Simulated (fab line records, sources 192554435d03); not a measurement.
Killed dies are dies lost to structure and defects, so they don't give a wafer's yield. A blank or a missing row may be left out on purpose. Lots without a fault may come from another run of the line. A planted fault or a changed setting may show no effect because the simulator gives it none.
A struck lot beside a sound one | flow n5_finfet | 16 steps out of a route of 1938
Sound: wafers L131.2, L131.4, L131.6. Struck: wafers L127.1, L127.5, L127.6. The cause comes at the end.
At each step with rows: each side's tool, then ch and its chambers, then its first start. Under that, the readings that differ: sound wafers | struck wafers | difference of the means | sigmas: that difference in standard deviations of wafers without a fault.
alike: readings whose means differ by less than 2 such deviations, and words and numbers that are the same on both sides. not compared: withheld readings, readings that some wafer has no value for, bounds like >300 that may hide the same value, and numbers for which the record gives no deviation and whose values overlap.
The two part at a step that has a row with sigmas, a row that says differs or no value, or rows on one side only. Numbers that don't overlap but have no deviation are shown without sigmas and don't part them. A reading that every wafer of one side lacks parts them only if that side has two wafers or more.

first, 7 steps without rows for these wafers: N5_BEOL_M0_CUTY_COAT_50 (time 60 s, resist thk 15 nm); N5_BEOL_M0_CUTY_COAT_51 (resist thk 150 nm); N5_BEOL_M0_CUTY_EBR_52; N5_BEOL_M0_CUTY_SOFTBAKE_53 (time 60 s); N5_BEOL_M0_CUTY_EXPOSE_54 (exposes mask M0 ABLK); N5_BEOL_M0_CUTY_PEB_55 (peb time 60 s); N5_BEOL_M0_CUTY_DEVELOP_56 (develop time 30 s).
N5_BEOL_M0_CUTY_CD_MEAS_57: target cd 200 nm.
  sound on cd_sem-03 ch 0, day 9 20:10; struck on cd_sem-01 ch 0, day 8 23:37
  alike: cd_nm
N5_BEOL_M0_CUTY_OVL_MEAS_58:
  sound on overlay-02 ch 0, day 9 20:12; struck on overlay-01 ch 0, day 8 23:38
  alike: M0_ABLK_OVL
N5_BEOL_M0_CUTY_INSPECT_59: inspects for defects (macro).
  sound on defect_inspect-01, day 9 20:13; struck on defect_inspect-02, day 8 23:40
  alike: raw_defect_count
N5_BEOL_M0_CUTY_DESCUM_61: chemistry O2, time 7.9 s.
  sound on rie_diel-04 ch 0,1, day 9 20:22; struck on rie_diel-03 ch 0,2, day 8 23:57
  reading                | sound             | struck            | difference | sigmas
  throttle_valve_pct (%) | 20.80 20.80 20.57 | 20.24 20.24 20.22 | -0.49      | -2
  alike: drypump_motor_current_A, oes_product_au, rf_fwd_power_W, rf_vpp_V, showerhead_plenum_p_Torr
  not compared: rf_hours_counter_h
N5_BEOL_M0_CUTY_ETCH_62: etches SiARC in CF4, time 58.5 s.
  sound on rie_diel-04 ch 0,1, day 9 20:24; struck on rie_diel-03 ch 0,2, day 8 23:59
  reading                | sound             | struck            | difference | sigmas
  throttle_valve_pct (%) | 15.88 15.88 15.65 | 15.51 15.50 15.35 | -0.35      | -2
  alike: bias_w, cf4_flow_sccm, drypump_motor_current_A, etch_rf_on_time_s, oes_product_au, rf_fwd_power_W, rf_vpp_V, showerhead_plenum_p_Torr
  not compared: rf_hours_counter_h
N5_BEOL_M0_CUTY_ETCH_63: etches SOC in N2/H2, target depth 82.7 nm, overetch 16.5 nm, time 124 s.
  sound on rie_diel-04 ch 0,1, day 9 20:27; struck on rie_diel-03 ch 0,2, day 9 00:02
  no value came back on the struck wafers for any of 8 readings (bias_w (W), chamber_pressure_mTorr (mTorr) and others); on the sound wafers bias_w (W) reads 150.2 150.2 149.1
  reading                                                 | sound          | struck            | difference | sigmas
  model.CAR-ArF-block_of_BEOL_M0_CUTY_COAT_51.thk_nm (nm) | 0 0 0          | 118.2 118.4 117.8 | +118.1     |
  model.SiO2_of_BEOL_M0_SAQP_SPACER2_ALD_26.thk_nm (nm)   | 7 7 7          | 10.6 10.6 10.6    | +3.6       |
  model.SiO2_of_BEOL_M0_SAQP_ALD_48.thk_nm (nm)           | 12.2 12.4 12.4 | 13.4 13.2 12.8    | +0.8       |
  not compared: rf_hours_counter_h
then, 1 step without rows for these wafers: N5_BEOL_M0_CUTY_STRIP_64 (strips in N2/H2).
N5_BEOL_M4_RC_MEAS_101:
  the record has rows for the sound wafers here (prober-02 ch 0, day 11 13:49) and none for the struck ones
-- the record jumps here: 6 days lie between the struck wafers' starts before and after (it left off in module BEOL_M4 and takes up again in module PASSIVATION, whose first step shown is number 1936 of the route) --
N5_PASSIVATION_PROBE_49:
  sound on prober-02, day 16 02:02; struck on prober-01, day 15 10:32
  reading                  | sound          | struck         | difference | sigmas
  defect_limited_yield (%) | 92.8 93.6 92.3 | 0 0 0          | -93        | -66
  killed_at_M0_to_M3       | 21 22 16       | 1097 1105 1109 | +1084      | +99 or more
  killed_dies              | 85 75 91       | 1180 1180 1180 | +1096      | +69
  killed_on_rim            | 5 10 15        | 152 152 152    | +142       | +36
  killed_open              | 46 53 56       | 85 68 80       | +26        | +2
  sort_bin_5_function (%)  | 4.3 3.7 5.1    | 96.9 96.9 95.8 | +92.2      | +99 or more
  sort_n_pass              | 1095 1105 1089 | 0 0 0          | -1096      | -69
  sort_yield_pct (%)       | 92.8 93.6 92.3 | 0 0 0          | -93        | -66
  alike: killed_at_M4_up, killed_at_contacts, killed_at_front_end, killed_at_other, killed_short, sort_bin_6_memory

WHERE THEY PART
First at N5_BEOL_M0_CUTY_DESCUM_61; last, within this record, at N5_PASSIVATION_PROBE_49.

WHY: what the simulator had put in
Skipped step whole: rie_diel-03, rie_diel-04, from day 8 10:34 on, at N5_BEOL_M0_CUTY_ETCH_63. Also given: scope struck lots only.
